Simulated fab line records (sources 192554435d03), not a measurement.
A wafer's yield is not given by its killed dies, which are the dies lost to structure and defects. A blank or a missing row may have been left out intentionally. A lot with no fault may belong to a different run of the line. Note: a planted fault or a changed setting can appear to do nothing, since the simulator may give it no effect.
A sampling plan put to the test | flow n5Finfet | one fab line, 33 faults that these records tell of, each judged on the records of the lots that it struck; 1 more is left out, because the records don't allow judging it
What counts as the plan is the set of the line's own looks, namely the steps on the route at which a gauge or an inspection reads a wafer and does not change it. A look is open to judgement when struck wafers have a number at it and the file gives its usual mean and standard deviation on fault-free wafers. Caught: the struck wafers' mean, at a look after the fault's first step, is 4 or more of those standard deviations (sigma) away from the usual mean. On the tool: the test repeated on the tool's own readings taken at the fault's steps. Caught also covers a different recipe on the struck wafers, or a record left blank for those wafers only.

== THE FAULTS, as the simulator had put them in ==
1. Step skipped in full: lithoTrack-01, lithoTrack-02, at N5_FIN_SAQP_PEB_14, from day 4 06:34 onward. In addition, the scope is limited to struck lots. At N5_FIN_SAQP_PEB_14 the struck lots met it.
2. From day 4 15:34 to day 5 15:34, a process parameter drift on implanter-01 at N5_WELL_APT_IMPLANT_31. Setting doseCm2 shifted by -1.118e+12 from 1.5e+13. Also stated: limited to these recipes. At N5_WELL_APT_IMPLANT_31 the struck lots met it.
3. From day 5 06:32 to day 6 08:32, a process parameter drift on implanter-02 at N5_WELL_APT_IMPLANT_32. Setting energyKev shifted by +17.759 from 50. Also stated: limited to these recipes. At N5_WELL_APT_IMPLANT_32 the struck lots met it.
4. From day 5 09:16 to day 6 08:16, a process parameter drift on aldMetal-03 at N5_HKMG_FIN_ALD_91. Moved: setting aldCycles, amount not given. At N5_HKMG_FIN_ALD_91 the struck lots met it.
5. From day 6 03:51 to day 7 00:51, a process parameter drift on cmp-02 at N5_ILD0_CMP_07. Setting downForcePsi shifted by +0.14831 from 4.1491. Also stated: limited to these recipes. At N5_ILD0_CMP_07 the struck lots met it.
6. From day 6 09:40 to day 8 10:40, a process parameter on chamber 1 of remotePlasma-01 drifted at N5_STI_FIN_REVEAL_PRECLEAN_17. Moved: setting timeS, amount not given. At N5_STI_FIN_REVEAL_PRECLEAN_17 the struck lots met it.
7. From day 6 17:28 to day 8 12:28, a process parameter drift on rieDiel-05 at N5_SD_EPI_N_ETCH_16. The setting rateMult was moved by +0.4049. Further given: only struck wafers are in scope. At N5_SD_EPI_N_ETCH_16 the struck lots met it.
8. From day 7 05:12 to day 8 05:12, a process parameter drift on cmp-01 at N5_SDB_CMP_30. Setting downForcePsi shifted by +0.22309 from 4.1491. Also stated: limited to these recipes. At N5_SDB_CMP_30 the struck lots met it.
9. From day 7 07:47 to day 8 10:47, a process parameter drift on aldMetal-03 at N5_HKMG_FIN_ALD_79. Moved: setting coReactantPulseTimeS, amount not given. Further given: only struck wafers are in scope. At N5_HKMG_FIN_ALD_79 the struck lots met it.
10. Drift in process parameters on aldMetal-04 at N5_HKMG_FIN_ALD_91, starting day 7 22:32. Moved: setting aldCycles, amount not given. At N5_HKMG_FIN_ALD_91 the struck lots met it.
11. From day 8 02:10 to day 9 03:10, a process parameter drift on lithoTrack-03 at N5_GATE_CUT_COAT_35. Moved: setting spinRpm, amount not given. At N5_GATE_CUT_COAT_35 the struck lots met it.
12. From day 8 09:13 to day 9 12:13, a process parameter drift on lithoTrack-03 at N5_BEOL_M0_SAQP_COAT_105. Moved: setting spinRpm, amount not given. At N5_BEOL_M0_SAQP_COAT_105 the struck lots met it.
13. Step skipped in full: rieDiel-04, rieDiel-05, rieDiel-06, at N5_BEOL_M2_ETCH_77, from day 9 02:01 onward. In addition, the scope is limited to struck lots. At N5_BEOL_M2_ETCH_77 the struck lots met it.
14. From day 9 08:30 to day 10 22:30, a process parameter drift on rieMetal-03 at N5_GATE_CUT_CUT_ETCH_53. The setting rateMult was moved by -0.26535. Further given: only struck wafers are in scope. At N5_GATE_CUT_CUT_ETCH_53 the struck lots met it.
15. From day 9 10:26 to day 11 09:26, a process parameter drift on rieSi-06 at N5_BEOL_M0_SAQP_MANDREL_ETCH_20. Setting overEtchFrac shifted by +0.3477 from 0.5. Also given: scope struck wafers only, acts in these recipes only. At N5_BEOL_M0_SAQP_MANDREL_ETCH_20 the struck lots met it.
16. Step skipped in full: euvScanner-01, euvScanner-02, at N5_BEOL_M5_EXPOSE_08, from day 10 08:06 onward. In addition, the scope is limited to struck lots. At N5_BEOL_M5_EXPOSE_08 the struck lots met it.
17. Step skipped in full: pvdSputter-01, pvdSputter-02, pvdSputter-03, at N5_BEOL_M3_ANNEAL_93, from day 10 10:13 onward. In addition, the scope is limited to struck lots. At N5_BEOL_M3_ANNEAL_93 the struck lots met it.
18. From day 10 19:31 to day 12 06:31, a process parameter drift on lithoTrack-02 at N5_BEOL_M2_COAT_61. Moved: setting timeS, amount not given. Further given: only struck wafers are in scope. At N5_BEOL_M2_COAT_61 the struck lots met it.
19. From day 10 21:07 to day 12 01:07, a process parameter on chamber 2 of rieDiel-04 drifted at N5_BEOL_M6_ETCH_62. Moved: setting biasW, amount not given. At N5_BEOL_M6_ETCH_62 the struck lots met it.
20. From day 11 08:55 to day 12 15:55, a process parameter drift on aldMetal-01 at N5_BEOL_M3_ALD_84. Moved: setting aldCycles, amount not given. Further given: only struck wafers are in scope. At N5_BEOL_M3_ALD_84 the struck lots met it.
21. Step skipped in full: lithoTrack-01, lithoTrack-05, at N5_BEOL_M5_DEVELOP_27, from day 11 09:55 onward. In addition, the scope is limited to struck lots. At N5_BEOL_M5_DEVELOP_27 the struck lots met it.
22. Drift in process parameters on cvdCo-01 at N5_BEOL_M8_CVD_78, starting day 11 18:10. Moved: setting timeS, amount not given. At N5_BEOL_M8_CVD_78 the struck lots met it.
23. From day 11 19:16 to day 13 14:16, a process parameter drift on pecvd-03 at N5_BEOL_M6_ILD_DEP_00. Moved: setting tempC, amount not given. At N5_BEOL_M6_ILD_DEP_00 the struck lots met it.
24. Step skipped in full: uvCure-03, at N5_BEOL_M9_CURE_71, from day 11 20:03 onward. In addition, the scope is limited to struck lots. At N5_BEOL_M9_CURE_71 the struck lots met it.
25. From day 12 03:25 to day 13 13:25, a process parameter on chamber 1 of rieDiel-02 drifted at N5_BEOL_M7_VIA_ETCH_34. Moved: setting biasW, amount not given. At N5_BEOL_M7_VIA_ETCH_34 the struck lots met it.
26. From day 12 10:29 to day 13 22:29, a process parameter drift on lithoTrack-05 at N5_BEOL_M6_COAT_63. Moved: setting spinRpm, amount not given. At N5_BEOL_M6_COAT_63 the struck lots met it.
27. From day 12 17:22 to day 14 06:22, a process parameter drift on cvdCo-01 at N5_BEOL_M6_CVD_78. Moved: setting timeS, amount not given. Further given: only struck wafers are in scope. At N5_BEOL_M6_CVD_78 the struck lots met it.
28. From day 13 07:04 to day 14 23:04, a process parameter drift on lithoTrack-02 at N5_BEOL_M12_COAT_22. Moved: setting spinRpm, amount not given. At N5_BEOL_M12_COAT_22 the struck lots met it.
29. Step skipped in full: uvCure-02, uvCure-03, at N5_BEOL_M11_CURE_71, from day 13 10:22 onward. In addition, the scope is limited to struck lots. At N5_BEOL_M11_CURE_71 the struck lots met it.
30. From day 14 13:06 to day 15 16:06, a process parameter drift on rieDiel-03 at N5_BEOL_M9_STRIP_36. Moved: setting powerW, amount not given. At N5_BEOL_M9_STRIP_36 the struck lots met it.
31. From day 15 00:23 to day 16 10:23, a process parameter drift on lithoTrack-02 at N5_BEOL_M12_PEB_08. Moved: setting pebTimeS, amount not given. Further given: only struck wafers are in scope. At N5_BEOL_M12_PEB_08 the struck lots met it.
32. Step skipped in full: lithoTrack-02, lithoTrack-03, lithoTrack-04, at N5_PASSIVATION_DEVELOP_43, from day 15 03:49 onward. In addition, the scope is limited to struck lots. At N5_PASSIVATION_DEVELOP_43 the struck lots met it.
33. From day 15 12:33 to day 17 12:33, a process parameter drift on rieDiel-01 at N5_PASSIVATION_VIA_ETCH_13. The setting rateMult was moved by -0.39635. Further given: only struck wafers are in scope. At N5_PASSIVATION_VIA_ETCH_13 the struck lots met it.

== WHAT THE PLAN SAW ==
fault | on the tool itself                               | first look that catches it                   | reading, sigma   | median hours from its first step to that look | hours from the fault's start to the first struck lot there | judged looks passed uncaught
1     | the tool's record is blank for the struck wafers | no look after it can be judged               | -                | -                                             | -                                                          | 0
2     | doseIonsCm2 -74 sigma                            | no look after it can be judged               | -                | -                                             | -                                                          | 0
3     | beamEnergyKeV +99 or beyond sigma                | no look after it can be judged               | -                | -                                             | -                                                          | 0
4     | under 2 sigma                                    | no look after it can be judged               | -                | -                                             | -                                                          | 0
5     | headPressurePsi +15 sigma                        | not the one look that can be judged after it | -                | -                                             | -                                                          | 1
6     | no reading that can be judged                    | no look after it can be judged               | -                | -                                             | -                                                          | 0
7     | only faintly: oesProductAu +2.9 sigma            | no look after it can be judged               | -                | -                                             | -                                                          | 0
8     | headPressurePsi +24 sigma                        | no look after it can be judged               | -                | -                                             | -                                                          | 0
9     | under 2 sigma                                    | no look after it can be judged               | -                | -                                             | -                                                          | 0
10    | under 2 sigma                                    | no look after it can be judged               | -                | -                                             | -                                                          | 0
11    | spinSpeedRpm -99 or beyond sigma                 | no look after it can be judged               | -                | -                                             | -                                                          | 0
12    | spinSpeedRpm +99 or beyond sigma                 | not the one look that can be judged after it | -                | -                                             | -                                                          | 1
13    | the tool's record is blank for the struck wafers | not the one look that can be judged after it | -                | -                                             | -                                                          | 1
14    | etchRfOnTimeS +9.4 sigma                         | no look after it can be judged               | -                | -                                             | -                                                          | 0
15    | oesProductAu -6.9 sigma                          | not the one look that can be judged after it | -                | -                                             | -                                                          | 1
16    | no reading that can be judged                    | no look after it can be judged               | -                | -                                             | -                                                          | 0
17    | the tool's record is blank for the struck wafers | not the one look that can be judged after it | -                | -                                             | -                                                          | 1
18    | runLengthS +49 sigma                             | not the one look that can be judged after it | -                | -                                             | -                                                          | 1
19    | biasW +12 sigma                                  | no look after it can be judged               | -                | -                                             | -                                                          | 0
20    | under 2 sigma                                    | not the one look that can be judged after it | -                | -                                             | -                                                          | 1
21    | the tool's record is blank for the struck wafers | no look after it can be judged               | -                | -                                             | -                                                          | 0
22    | runLengthS -99 or beyond sigma                   | no look after it can be judged               | -                | -                                             | -                                                          | 0
23    | susceptorTempC -22 sigma                         | no look after it can be judged               | -                | -                                             | -                                                          | 0
24    | the tool's record is blank for the struck wafers | N5_BEOL_M9_THK_MEAS_01                       | M9_ILD_THK +10   | 0.5                                           | 1                                                          | 0
25    | biasW -21 sigma                                  | no look after it can be judged               | -                | -                                             | -                                                          | 0
26    | spinSpeedRpm +57 sigma                           | no look after it can be judged               | -                | -                                             | -                                                          | 0
27    | runLengthS +99 or beyond sigma                   | no look after it can be judged               | -                | -                                             | -                                                          | 0
28    | spinSpeedRpm -57 sigma                           | not the one look that can be judged after it | -                | -                                             | -                                                          | 1
29    | the tool's record is blank for the struck wafers | N5_BEOL_M11_THK_MEAS_01                      | M11_ILD_THK +9.9 | 0.5                                           | 6                                                          | 0
30    | powerW +16 sigma                                 | no look after it can be judged               | -                | -                                             | -                                                          | 0
31    | heaterPowerTotalW +11 sigma                      | no look after it can be judged               | -                | -                                             | -                                                          | 0
32    | the tool's record is blank for the struck wafers | no look after it can be judged               | -                | -                                             | -                                                          | 0
33    | etchRfOnTimeS +20 sigma                          | no look after it can be judged               | -                | -                                             | -                                                          | 0
A dash: the fault isn't caught, or these records don't give the number.

Caught at a look: 2 of 33. Caught on the tool: 26 of 33. By one or the other: 26 of 33.
Faults caught by the tool alone: 1, 2, 3, 5, 8, 11, 12, 13, 14, 15, 17, 18, 19, 21, 22, 23, 25, 26, 27, 28, 30, 31, 32, 33.
Caught by neither: faults 4, 6, 7, 9, 10, 16, 20.

== THINNER SAMPLING ==
Were the look that catches a fault to measure just every second or every third lot (counted by lot number), the first struck lot would, at worst, be measured this late:
fault | struck lots at that look, in order of time | every lot | every second lot | every third lot
24    | L276, L277                                 | 1 h       | 6 h              | may miss all 2
29    | L283, L279, L281                           | 6 h       | may miss all 3   | 10 h
Hours count from the start of the fault until the first struck lot that is measured. 4 sigma limit: tested on the pooled struck wafers, so a lone lot may be under it. Other struck lots may not be in these records.

== THE LONGEST TIMED WAY FROM STEP TO LOOK ==
For fault 24, N5_BEOL_M9_CURE_71 and N5_BEOL_M9_THK_MEAS_01 are separated by a median of 0.5 hours. No look between them can be judged.
